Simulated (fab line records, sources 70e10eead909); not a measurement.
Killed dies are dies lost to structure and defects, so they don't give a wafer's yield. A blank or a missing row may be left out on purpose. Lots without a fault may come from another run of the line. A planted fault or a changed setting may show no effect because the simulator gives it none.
Which tool did it? | flow nand_harc | 14 lots, 41 wafers sampled, at 4 steps of a route of 1302

WHAT THE GAUGES READ, wafer by wafer
NHARC_A_ONON_D2_THK_MEAS_02: measures by ellipsometry. Usual: thk_nm 1003 nm, standard deviation 11.
lot  | measured     | on            | thk_nm (nm)    | flag
L579 | day 12 08:04 | film_metro-01 | 990 990 990    |
L580 | day 12 18:27 | film_metro-02 | 1009 1008 1012 |
L581 | day 13 11:10 | film_metro-02 | 1009 1007 1008 |
L582 | day 13 11:34 | film_metro-01 | 1003 1003 1005 |
L583 | day 13 22:18 | film_metro-01 | 1001 1002 1002 |
L584 | day 14 10:22 | film_metro-02 | 985 984 984    |
L589 | day 16 18:20 | film_metro-01 | 1010 1008 1010 |
L588 | day 16 18:20 | film_metro-01 | 1033 1033 1034 |
L593 | day 18 18:17 | film_metro-01 | 1013 1013 1013 |
L597 | day 20 05:01 | film_metro-01 | 1007 1008 1007 |
L598 | day 20 05:02 | film_metro-02 | 993 993        |
L599 | day 20 17:10 | film_metro-01 | 1003 1005 1004 |
L601 | day 21 17:55 | film_metro-02 | 1016 1015 1015 |
L602 | day 22 09:29 | film_metro-01 | 986 984 986    |

NHARC_A_ONON_D2_THK_MEAS_11: measures by ellipsometry. Usual: thk_nm 1002 nm, standard deviation 9.6.
lot  | measured     | on            | thk_nm (nm)    | flag
L579 | day 12 09:49 | film_metro-02 | 989 990 988    |
L580 | day 12 20:09 | film_metro-02 | 981 980 981    |
L581 | day 13 12:52 | film_metro-01 | 1012 1010 1012 |
L582 | day 13 13:16 | film_metro-01 | 999 996 999    |
L583 | day 14 00:00 | film_metro-01 | 1019 1017 1018 |
L584 | day 14 12:04 | film_metro-01 | 998 996 997    |
L589 | day 16 20:02 | film_metro-01 | 1016 1016 1017 |
L588 | day 16 20:02 | film_metro-01 | 998 996 995    |
L593 | day 18 19:59 | film_metro-02 | 1011 1009 1011 |
L597 | day 20 06:43 | film_metro-01 | 1003 1003 1004 |
L598 | day 20 06:52 | film_metro-02 | 440 999        | OFF
L599 | day 20 18:52 | film_metro-02 | 988 987 430    | OFF
L601 | day 21 19:37 | film_metro-02 | 994 991 991    |
L602 | day 22 11:11 | film_metro-02 | 1011 1012 1011 |

WHICH TOOL RAN EACH LOT (tool, then ch and the chambers of the sampled wafers, then the start)
lot  | NHARC_A_DECK1_JOINT_CMP_02    | NHARC_A_ONON_D2_DEP_09
L579 | cmp-01 ch 1,2, day 12 06:47   | pecvd_onon-03 ch 0, day 12 09:20
L580 | cmp-02 ch 0,1,2, day 12 17:13 | pecvd_onon-03 ch 0, day 12 19:42
L581 | cmp-04 ch 0,1,3, day 13 09:54 | pecvd_onon-03 ch 0, day 13 12:21
L582 | cmp-01 ch 0,1,2, day 13 10:19 | pecvd_onon-01 ch 0, day 13 12:44
L583 | cmp-02 ch 0,1,3, day 13 21:04 | pecvd_onon-01 ch 0, day 13 23:33
L584 | cmp-02 ch 2,3, day 14 09:05   | pecvd_onon-03 ch 0, day 14 11:37
L589 | cmp-04 ch 0,2, day 16 16:47   | pecvd_onon-03 ch 0, day 16 19:32
L588 | cmp-01 ch 0,2, day 16 16:49   | pecvd_onon-04 ch 0, day 16 19:32
L593 | cmp-04 ch 1,2,3, day 18 16:59 | pecvd_onon-01 ch 0, day 18 19:29
L597 | cmp-04 ch 0,2,3, day 20 03:44 | pecvd_onon-04 ch 0, day 20 06:19
L598 | cmp-01 ch 1,2, day 20 03:47   | pecvd_onon-03 ch 0, day 20 06:25
L599 | cmp-04 ch 0,1,3, day 20 15:56 | pecvd_onon-03 ch 0, day 20 18:31
L601 | cmp-04 ch 0,1,3, day 21 16:32 | pecvd_onon-01 ch 0, day 21 19:17
L602 | cmp-01 ch 0,1, day 22 08:08   | pecvd_onon-01 ch 0, day 22 10:47
- NHARC_A_DECK1_JOINT_CMP_02: polishes SiOx.
- NHARC_A_ONON_D2_DEP_09: target thk 1000 nm.

WHAT THE TOOLS THEMSELVES READ (means of the sampled wafers that have a number; where no wafer has one, the mark that the record gives instead)
NHARC_A_DECK1_JOINT_CMP_02. Usual: edge_zone_pressure_frac 1.000, standard deviation 0.0042; motor_current_A 11.7 A, standard deviation 1.3; retaining_ring_pressure_frac 1.000, standard deviation 0.0052; slurry_flow_ml_min 150.0, standard deviation 0.43.
lot  | tool   | edge_zone_pressure_frac | motor_current_A (A) | retaining_ring_pressure_frac | slurry_flow_ml_min | flag
L579 | cmp-01 | 0.997                   | 12.5                | 0.998                        | 150.6              |
L580 | cmp-02 | 1.000                   | 10.9                | 1.003                        | 150.2              |
L581 | cmp-04 | 0.997                   | 12.8                | 1.001                        | 149.8              |
L582 | cmp-01 | 1.006                   | 11.5                | 1.004                        | 149.9              |
L583 | cmp-02 | 1.001                   | 11.6                | 0.995                        | 149.7              |
L584 | cmp-02 | 0.996                   | 11.2                | 1.002                        | 150.0              |
L589 | cmp-04 | 0.997                   | 12.7                | 0.997                        | 149.9              |
L588 | cmp-01 | 1.004                   | 9.9                 | 0.997                        | 149.5              |
L593 | cmp-04 | 0.997                   | 12.0                | 1.003                        | 150.0              |
L597 | cmp-04 | 0.999                   | 12.4                | 0.999                        | 150.1              |
L598 | cmp-01 | 1.002                   | 11.9                | 1.002                        | 149.8              |
L599 | cmp-04 | 0.999                   | 12.8                | 1.002                        | 149.9              |
L601 | cmp-04 | 0.999                   | 12.6                | 0.996                        | 149.8              |
L602 | cmp-01 | 1.002                   | 12.2                | 0.999                        | 150.2              |

THE ANSWER, worked out from the rows above alone
Rule: a lot is off if the mean of its wafers that have a number lies more than 3 standard deviations from the usual mean. A lot without any number at a reading at which 4 lots or more have one is off too. The other lots that the step has rows for count as sound. The gauges are gone through in route order, then the tools' own readings, and for those a lot's mean is taken as printed above. The first step at which some lot is off is used, and at that step the reading that is off furthest; a lot without a number counts as furthest.
Off: L598, L599, at NHARC_A_ONON_D2_THK_MEAS_11 (thk_nm).
A tool fits if, at a process step before that reading, it ran every lot that is off, and no sound lot after the first of them. The gauges at NHARC_A_ONON_D2_THK_MEAS_11 are tried like those tools. One fits: pecvd_onon-03 at NHARC_A_ONON_D2_DEP_09. Its last sound lot is L589 (day 16 19:32), its first lot that is off L598 (day 20 06:25): a fault that began between those two fits.

WHAT THE SIMULATOR HAD PUT IN
Process parameter drift: pecvd_onon-03, from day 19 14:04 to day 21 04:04, at NHARC_A_ONON_D2_DEP_09. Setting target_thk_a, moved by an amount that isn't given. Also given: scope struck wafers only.
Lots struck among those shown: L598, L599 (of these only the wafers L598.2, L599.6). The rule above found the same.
